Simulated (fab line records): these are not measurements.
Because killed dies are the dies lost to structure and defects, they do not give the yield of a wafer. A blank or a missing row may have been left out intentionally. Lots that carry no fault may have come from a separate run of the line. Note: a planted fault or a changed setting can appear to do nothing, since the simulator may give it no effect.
fab line records	flow n5Finfet
[record] lots = 5	wafers = 15	lastDay = 18
route steps=1938 shown MOL_CONTACT_COAG@604 BEOL_M4@1111
lots that met no fault: taken from a fault-free run of the same line
startH: hours from the record's opening day to when the first of the lot's shown wafers began	waitH: how many hours have passed since the lot's step before this one	" identical to the entry in the row above	L1.1+2: a single row standing in for several wafers	- no value, or no start was given	* or withheld: withheld	< > ~ a bound
route shown NAME@n: NAME is a module with steps in the file, n the number in the route of the first one	usual: mean/standard deviation taken from wafers without a fault	same: alike in all rows	chamber/n: place in a boat	sites: each site's reading	_std_site: standard deviation of those values	_edge_site: mean of outer sites minus mean of inner sites	radiusMm: for every site, how far away it sits from the centre of the wafer	mask NAME#n: copy n	behind: the tool/chamber that last shaped the wafer	hold: why the lot went on hold/how many hours it stayed there/how the hold came to an end	device: transistor that didn't switch, given as n, p or np	end of line: tests of these same wafers at the route's end	a step given without rows: its recipe and nothing more	killed: not the wafer's yield, but the dies lost to structure and defects at the first sort	map: a wafer's dies, marking killed ones x, the rest . and places with no die _
set.NAME: the setting the step ran with; set.NAME@STEP: the setting that earlier step ran with	model.NAME: the simulator's own value behind a step, which no gauge read
lots seen at some steps along the route; tables by step, rows by wafer
services: the hour from which a tool's chamber was out of use, counted from the record's first day as startH (under 0 if before that day), plus the number of hours and why
[[steps]]
[step N5_MOL_CONTACT_COAG_INSPECT_42]
[recipe] mode = adi	inspectInstrument = brightfield
[usual] rawDefectCount = 230/54
lot.wafer	tool	chamber	startH	waitH	rawDefectCount
L724.2	defectInspect-01	-	110.03	0.0	212
L724.3	"	-	"	"	179
L724.6	"	-	"	"	219
L726.2	defectInspect-02	-	114.10	0.0	349
L726.4	"	-	"	"	236
L726.6	"	-	"	"	232
L736.2	defectInspect-02	-	171.78	0.0	311
L736.5	"	-	"	"	287
L736.6	"	-	"	"	253
L744.2	defectInspect-01	-	224.87	0.0	148
L744.3	"	-	"	"	156
L744.4	"	-	"	"	214
L747.1	defectInspect-02	-	239.79	0.1	254
L747.3	"	-	"	"	243
L747.5	"	-	"	"	254
[step N5_MOL_CONTACT_COAG_DESCUM_45]
[recipe] chemistry = O2	timeS = 7	sourcePowerW = 50	biasPowerW = 20	pressureMtorr = 20	rfFrequencyHz = 2.712e+07	tempC = 40	resist = CAR-EUV	o2FlowSccm = 225
[usual] drypumpMotorCurrentA = 5.8/0.4	oesProductAu = 0.81/0.077	rfVppV = 243.3/1.3	showerheadPlenumPTorr = 2.11/0.071	throttleValvePct = 20.46/0.29
lot.wafer	tool	chamber	startH	waitH	drypumpMotorCurrentA	oesProductAu	rfHoursCounterH	rfVppV	showerheadPlenumPTorr	throttleValvePct
L724.2	rieDiel-01	1	110.06	0.0	5.5	0.85	81	242.3	2.12	20.05
L724.3	"	0	"	"	5.5	0.95	6	242.9	2.05	20.61
L724.6	"	2	"	"	5.9	0.75	-	243.5	2.18	20.62
L726.2	rieDiel-03	3	114.13	0.0	5.1	0.72	197	241.4	1.99	20.57
L726.4	"	2	"	"	5.7	0.82	83	244.1	2.21	20.55
L726.6	"	1	"	"	5.8	0.94	-	244.5	2.23	20.09
L736.2	rieDiel-03	2	171.88	0.1	5.6	0.81	105	245.6	2.20	20.60
L736.5	"	3	"	"	5.1	0.71	-	241.0	1.98	20.60
L736.6	"	2	"	"	5.7	0.81	-	244.8	2.20	20.60
L744.2	rieDiel-03	0	225.05	0.2	6.0	0.71	238	243.7	2.16	20.80
L744.3	"	1	"	"	5.8	0.87	49	245.5	2.22	20.15
L744.4	"	3	"	"	5.1	0.70	236	240.4	1.98	20.61
L747.1	rieDiel-03	3	239.83	0.0	5.1	0.68	241	240.9	1.97	20.62
L747.3	"	0	"	"	6.0	0.70	243	243.3	2.16	20.80
L747.5	"	1	"	"	5.8	0.86	-	245.6	2.22	20.15
[step N5_MOL_CONTACT_COAG_ETCH_65]
[recipe] chemistry = N2/H2	target = underlayer	targetDepthA = 130	maskMaterial = CAR-EUV	timeS = 10.4	ionEnergyEv = 200	pressureMtorr = 30	sourceW = 840	biasW = 150	n2FlowSccm = 200	h2FlowSccm = 200	ends = cleared
[usual] biasW = 150.0/0.45	drypumpMotorCurrentA = 5.8/0.4	etchRfOnTimeS = 10.38/0.16	oesProductAu = 0.69/0.065	rfVppV = 524.2/2.6	showerheadPlenumPTorr = 2.56/0.081	throttleValvePct = 17.9/0.32
lot.wafer	tool	chamber	startH	waitH	biasW	drypumpMotorCurrentA	etchRfOnTimeS	oesProductAu	rfHoursCounterH	rfVppV	showerheadPlenumPTorr	throttleValvePct
L724.2	rieDiel-01	1	110.10	0.0	149.5	5.5	10.30	0.72	81	524.7	2.57	17.4
L724.3	"	0	"	"	149.9	5.5	10.36	0.81	6	523.0	2.50	18.2
L724.6	"	2	"	"	149.7	5.8	10.47	0.64	-	527.5	2.66	18.1
L726.2	rieDiel-03	3	114.17	0.0	150.4	5.1	10.57	0.61	197	520.4	2.42	18.0
L726.4	"	2	"	"	149.7	5.7	10.41	0.71	83	527.7	2.68	17.9
L726.6	"	1	"	"	149.9	5.8	10.51	0.80	-	527.5	2.70	17.4
L736.2	rieDiel-03	2	171.92	0.0	149.7	5.7	10.51	0.69	105	527.8	2.67	17.9
L736.5	"	3	"	"	149.6	5.1	10.68	0.60	-	519.5	2.41	18.0
L736.6	"	2	"	"	149.5	5.7	10.46	0.68	-	527.8	2.67	17.9
L744.2	rieDiel-03	0	225.09	0.0	150.1	6.0	10.36	0.60	238	525.5	2.61	18.2
L744.3	"	1	"	"	150.5	5.8	10.40	0.75	49	529.7	2.68	17.5
L744.4	"	3	"	"	150.7	5.1	10.60	0.59	236	519.0	2.40	18.0
L747.1	rieDiel-03	3	239.86	0.0	149.5	5.1	10.60	0.59	241	520.5	2.40	18.0
L747.3	"	0	"	"	149.9	6.0	10.44	0.60	243	526.1	2.61	18.3
L747.5	"	1	"	"	149.8	5.8	10.59	0.73	-	528.5	2.68	17.5
[step N5_MOL_CONTACT_COAG_ETCH_66]
[recipe] chemistry = CF4	target = SiARC	targetDepthA = 130	maskMaterial = CAR-EUV	timeS = 21.7	ionEnergyEv = 80	pressureMtorr = 40	sourceW = 545	biasW = 36	Ar_flow_sccm = 100	cf4FlowSccm = 100	ends = cleared
[step N5_MOL_CONTACT_COAG_ALD_133]
[recipe] material = SiO2	targetThkA = 50	tempC = 100	aldPrecursorFamily = BDEAS	aldCoReactant = O2-plasma	pulseTimeS = 1	coReactantPulseTimeS = 1	purgeTimeS = 2	coReactantPurgeTimeS = 2	aldCycles = 35	pressureTorr = 2
[usual] heaterPowerW = 76/8.7	precursorPulseHeightRel = 1.000/0.02
lot.wafer	tool	chamber	startH	waitH	heaterPowerW	precursorPulseHeightRel
L724.2	aldSin-01	0	110.57	0.4	76	0.988
L724.3	"	3	"	"	79	1.006
L724.6	"	2	"	"	72	0.961
L726.2	aldSin-03	0	114.54	0.3	85	0.995
L726.4	"	2	"	"	70	0.988
L726.6	"	3	"	"	69	1.012
L736.2	aldSin-03	3	172.01	0.1	71	0.967
L736.5	"	2	"	"	74	1.004
L736.6	"	3	"	"	71	0.990
L744.2	aldSin-03	1	225.19	0.1	78	1.027
L744.3	"	3	"	"	68	1.030
L744.4	"	0	"	"	81	0.968
L747.1	aldSin-02	2	239.98	0.1	76	1.027
L747.3	"	3	"	"	62	0.963
L747.5	"	3	"	"	59	1.021
[step N5_MOL_CONTACT_COAG_ETCHBACK_134]
[recipe] chemistry = CHF3	target = SiO2	targetDepthA = 100	timeS = 6.7	ionEnergyEv = 200	pressureMtorr = 30	sourceW = 610	biasW = 170	Ar_flow_sccm = 200	CHF3_flow_sccm = 50
[usual] drypumpMotorCurrentA = 5.8/0.47	oesProductAu = 0.79/0.068	rfVppV = 525/3.6	showerheadPlenumPTorr = 2.39/0.07	throttleValvePct = 18.82/0.27
lot.wafer	tool	chamber	startH	waitH	drypumpMotorCurrentA	oesProductAu	rfHoursCounterH	rfVppV	showerheadPlenumPTorr	throttleValvePct
L724.2	rieDiel-06	3	110.75	0.1	5.4	0.87	61	527	2.42	18.53
L724.3	"	1	"	"	5.7	0.84	59	517	2.32	18.94
L724.6	"	1	"	"	5.8	0.85	-	520	2.32	18.93
L726.2	rieDiel-01	1	114.74	0.1	5.5	0.85	83	523	2.41	18.30
L726.4	"	3	"	"	6.1	0.67	241	525	2.34	18.63
L726.6	"	2	"	"	5.9	0.74	-	531	2.47	18.87
L736.2	rieDiel-03	3	172.34	0.2	5.1	0.71	218	519	2.27	18.93
L736.5	"	3	"	"	5.1	0.71	-	520	2.27	18.92
L736.6	"	0	"	"	6.0	0.72	-	528	2.45	19.03
L744.2	rieDiel-06	1	225.40	0.1	5.7	0.82	97	521	2.31	18.99
L744.3	"	2	"	"	6.8	0.73	194	526	2.37	19.24
L744.4	"	0	"	"	5.7	0.75	153	523	2.38	18.83
L747.1	rieDiel-03	3	240.16	0.1	5.1	0.69	241	520	2.26	18.97
L747.3	"	1	"	"	5.8	0.86	54	524	2.52	18.44
L747.5	"	2	"	"	5.6	0.79	-	529	2.49	18.90
[step N5_MOL_CONTACT_COAG_ETCH_67]
[recipe] chemistry = N2/H2	target = SOC	targetDepthA = 600	overetchA = 210	maskMaterial = SiARC	tempC = 40	timeS = 101.2	ionEnergyEv = 200	pressureMtorr = 30	sourceW = 840	biasW = 150	n2FlowSccm = 200	h2FlowSccm = 200
[step N5_MOL_CONTACT_COAG_STRIP_68]
[recipe] chemistry = N2/H2	tempC = 40	n2FlowSccm = 200	h2FlowSccm = 200	rfFrequencyHz = 6e+07
[step N5_MOL_CONTACT_COAG_STRIP_69]
[recipe] chemistry = N2/H2	tempC = 40	n2FlowSccm = 200	h2FlowSccm = 200	rfFrequencyHz = 6e+07
[step N5_MOL_CONTACT_COAG_ETCHBACK_136]
[recipe] chemistry = CHF3	target = SiO2	targetDepthA = 250	timeS = 16.7	ionEnergyEv = 200	pressureMtorr = 30	sourceW = 610	biasW = 170	Ar_flow_sccm = 200	CHF3_flow_sccm = 50
[step N5_MOL_CONTACT_COAG_STRIP_120]
[recipe] chemistry = CHF3	resist = SiARC	rfFrequencyHz = 6e+07
[step N5_MOL_CONTACT_COAG_VIA_ETCH_117]
[recipe] chemistry = C4F6/O2	targetDepthA = 400	overetchA = 80	maskMaterial = SOC	target = SiO2	biasW = 455	pressureMtorr = 10	timeS = 26	sourceW = 325	Ar_flow_sccm = 300	C4F6_flow_sccm = 10	O2_flow_sccm = 10	ionEnergyEv = 575.3	ends = endPoint
[step N5_MOL_CONTACT_COAG_ETCH_124]
[recipe] chemistry = CH3F/O2	target = SiNx	targetDepthA = 65	maskMaterial = SOC	stopOn = SiOC	overEtchFrac = 0.3	ionEnergyEv = 120	pressureMtorr = 30	sourceW = 395	biasW = 73	Ar_flow_sccm = 150	CH3F_flow_sccm = 30	O2_flow_sccm = 20	ends = endPoint
[usual] biasW = 73.03/0.21	drypumpMotorCurrentA = 5.8/0.47	oesProductAu = 0.68/0.055	rfVppV = 298.1/2.2	showerheadPlenumPTorr = 2.01/0.061	throttleValvePct = 16.41/0.27
lot.wafer	tool	chamber	startH	waitH	biasW	drypumpMotorCurrentA	oesProductAu	rfHoursCounterH	rfVppV	showerheadPlenumPTorr	throttleValvePct	model.SOC_of_MOL_CONTACT_COAG_COAT_62.thkNm
L724.2	rieDiel-06	3	110.94	0.0	73.17	5.4	0.73	61	300.7	2.03	16.09	48.4
L724.3	"	1	"	"	72.88	5.8	0.73	59	293.9	1.95	16.49	48.4
L724.6	"	1	"	"	72.98	5.8	0.73	-	293.5	1.95	16.49	48.4
L726.2	rieDiel-01	1	114.93	0.0	72.93	5.5	0.71	83	296.5	2.02	15.90	48.2
L726.4	"	3	"	"	73.06	6.2	0.58	242	296.7	1.96	16.26	48.6
L726.6	"	2	"	"	73.06	5.9	0.63	-	301.6	2.08	16.46	48.2
L736.2	rieDiel-03	3	172.53	0.0	73.61	5.1	0.60	218	295.9	1.90	16.52	48.8
L736.5	"	3	"	"	72.84	5.1	0.61	-	294.1	1.90	16.55	49
L736.6	"	0	"	"	73.15	6.0	0.62	-	298.9	2.06	16.66	48.6
L744.2	rieDiel-06	1	225.59	0.0	98.45	5.8	0.69	97	374.3	1.94	16.56	48
L744.3	"	2	"	"	73.41	6.8	0.63	194	299.1	1.99	16.83	48.6
L744.4	"	0	"	"	73.03	5.8	0.64	153	295.3	2.00	16.42	48.6
L747.1	rieDiel-03	3	240.35	0.0	72.93	5.1	0.59	241	294.7	1.89	16.58	48.8
L747.3	"	1	"	"	73.06	5.8	0.74	54	296.8	2.12	16.03	48.4
L747.5	"	2	"	"	73.09	5.6	0.68	-	301.4	2.09	16.49	48.4
[step N5_MOL_CONTACT_COAG_ETCH_48]
[recipe] chemistry = C4F6/O2	targetDepthA = 150	overetchA = 45	maskMaterial = SOC	target = SiOC	biasW = 465	pressureMtorr = 10	timeS = 17	sourceW = 335	Ar_flow_sccm = 300	C4F6_flow_sccm = 10	O2_flow_sccm = 10	ionEnergyEv = 576
[usual] biasW = 465.0/1.4	drypumpMotorCurrentA = 5.8/0.48	oesProductAu = 0.66/0.062	rfVppV = 1593/10	showerheadPlenumPTorr = 2.86/0.083	throttleValvePct = 40.8/0.31
lot.wafer	tool	chamber	startH	waitH	biasW	drypumpMotorCurrentA	oesProductAu	rfHoursCounterH	rfVppV	showerheadPlenumPTorr	throttleValvePct
L724.2	rieDiel-06	3	110.98	0.0	463.6	5.4	0.75	61	1600	2.89	40.6
L724.3	"	1	"	"	463.7	5.7	0.73	59	1579	2.77	41.1
L724.6	"	1	"	"	462.9	5.8	0.76	-	1578	2.77	41.1
L726.2	rieDiel-01	1	114.97	0.0	464.2	5.5	0.68	83	1584	2.87	40.3
L726.4	"	3	"	"	465.1	6.1	0.54	242	1587	2.79	40.2
L726.6	"	2	"	"	465.5	5.9	0.59	-	1609	2.95	41.1
L736.2	rieDiel-03	3	172.57	0.0	466.8	5.1	0.61	218	1577	2.71	40.9
L736.5	"	3	"	"	465.3	5.1	0.60	-	1579	2.71	40.9
L736.6	"	0	"	"	466.7	6.0	0.57	-	1599	2.93	40.9
L744.2	rieDiel-06	1	225.63	0.0	465.7	5.7	0.72	97	1575	2.75	41.1
L744.3	"	2	"	"	465.8	6.8	0.64	194	1601	2.83	41.1
L744.4	"	0	"	"	466.6	5.8	0.62	153	1585	2.84	40.6
L747.1	rieDiel-03	3	240.39	0.0	463.6	5.1	0.57	241	1579	2.70	40.9
L747.3	"	1	"	"	465.8	5.8	0.76	54	1587	3.00	40.4
L747.5	"	2	"	"	465.1	5.6	0.63	-	1602	2.97	40.5
[step N5_BEOL_M4_RC_MEAS_101]
[usual] DIBL_N = 36.3/1.2	DIBL_P = 36.3/1.4	IOFF_N = 0.157/0.02	IOFF_P = 0.22/0.033	ION_N = 675/9.6	ION_P = 465/8.2	SS_N = 71.4/0.45	SS_P = 73.3/0.54	VT_N = 249.8/2.5	VT_P = -249/3.2
lot.wafer	tool	chamber	startH	waitH	DIBL_N[mV/V]	DIBL_P[mV/V]	IOFF_N[nA/um]	IOFF_P[nA/um]	ION_N[uA/um]	ION_P[uA/um]	SS_N[mV/dec]	SS_P[mV/dec]	VT_N[mV]	VT_P[mV]
L724.2	prober-01	0	170.50	0.2	35.8	36.7	0.144	0.20	680	466	71.1	72.8	248.4	-251
L724.3	"	0	"	"	36.6	38.0	0.160	0.22	666	462	71.2	72.9	247.8	-250
L724.6	"	0	"	"	36.8	38.0	0.165	0.22	686	470	71.8	73.0	248.4	-251
L726.2	prober-01	0	188.04	0.2	36.7	37.2	0.161	0.19	675	454	70.6	72.9	250.2	-252
L726.4	"	0	"	"	35.9	35.8	0.147	0.18	681	458	71.0	72.7	248.5	-250
L726.6	"	0	"	"	36.0	36.6	0.156	0.19	677	460	71.7	73.4	249.3	-250
L736.2	prober-01	0	269.58	0.2	37.1	37.2	0.183	0.26	688	473	71.0	73.9	245.6	-246
L736.5	"	0	"	"	36.2	36.6	0.171	0.24	686	474	70.9	73.2	247.6	-247
L736.6	"	0	"	"	36.9	37.6	0.184	0.25	689	471	71.5	73.6	245.5	-246
L744.2	prober-02	0	309.13	0.2	37.2	37.4	0.182	0.25	679	463	71.3	73.4	245.6	-245
L744.3	"	0	"	"	35.6	35.7	0.150	0.21	669	466	70.6	73.3	248.5	-246
L744.4	"	0	"	"	37.5	37.6	0.181	0.25	678	466	71.4	73.6	247.2	-247
L747.1	prober-02	0	331.66	0.0	38.1	39.6	0.188	0.30	691	488	71.7	73.6	247.9	-244
L747.3	"	0	"	"	35.9	37.1	0.151	0.25	678	478	71.2	72.8	251.6	-247
L747.5	"	0	"	"	36.8	37.8	0.161	0.26	681	477	71.3	73.8	248.9	-243
[[services]]
tool	chamber	startH	hours	kind
aldSin-01	3	89.03	4.4	repair
aldSin-02	0	99.25	-	clean
aldSin-02	1	99.25	-	clean
aldSin-02	2	99.25	-	clean
rieDiel-01	3	105.15	7.8	repair
rieDiel-01	3	137.44	-	clean
rieDiel-01	3	137.44	-	consumableReplace:focusRing
rieDiel-01	3	137.44	23.2	scheduledDown
rieDiel-01	3	137.44	23.2	ventCycle
rieDiel-06	-	174.50	0.2	repair
aldSin-03	-	176.81	14.0	pm
aldSin-03	0	176.81	14.0	ventCycle
aldSin-03	1	176.81	14.0	ventCycle
aldSin-03	2	176.81	18.7	ventCycle
aldSin-03	3	176.81	14.0	ventCycle
aldSin-01	-	189.68	4.3	pm
aldSin-03	0	190.81	-	clean
aldSin-03	1	190.81	-	clean
aldSin-03	3	190.81	-	clean
rieDiel-03	1	191.39	1.3	repair
aldSin-02	3	212.69	12.1	repair
aldSin-02	1	221.04	5.6	repair
aldSin-02	2	226.91	10.4	repair
aldSin-03	1	227.38	3.0	repair
[[key]]
[firstSign] step = N5_MOL_CONTACT_COAG_ETCH_124	reading = biasW	direction = up	sigmas = 99+	usual = *	struck = *
[effect] step = N5_MOL_CONTACT_COAG_ETCH_124	reading = rfVppV	direction = up	sigmas = 34	usual = 298.1	struck = 374.3
[modelEffect] step = N5_MOL_CONTACT_COAG_ETCH_124	value = SOC_of_MOL_CONTACT_COAG_COAT_62.thkNm	without = 48.4	struck = 48
metAt N5_MOL_CONTACT_COAG_ETCH_124
struckWafers L744.2
onsetBetween 110.94 225.59
[fault] kind = processParameterDrift	tool = rieDiel-06	chamber = 1	onsetH = 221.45	steps = N5_MOL_CONTACT_COAG_ETCH_124	channel = biasW	offset = *	shape = step	endH = 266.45	actsIn = *	stated = *
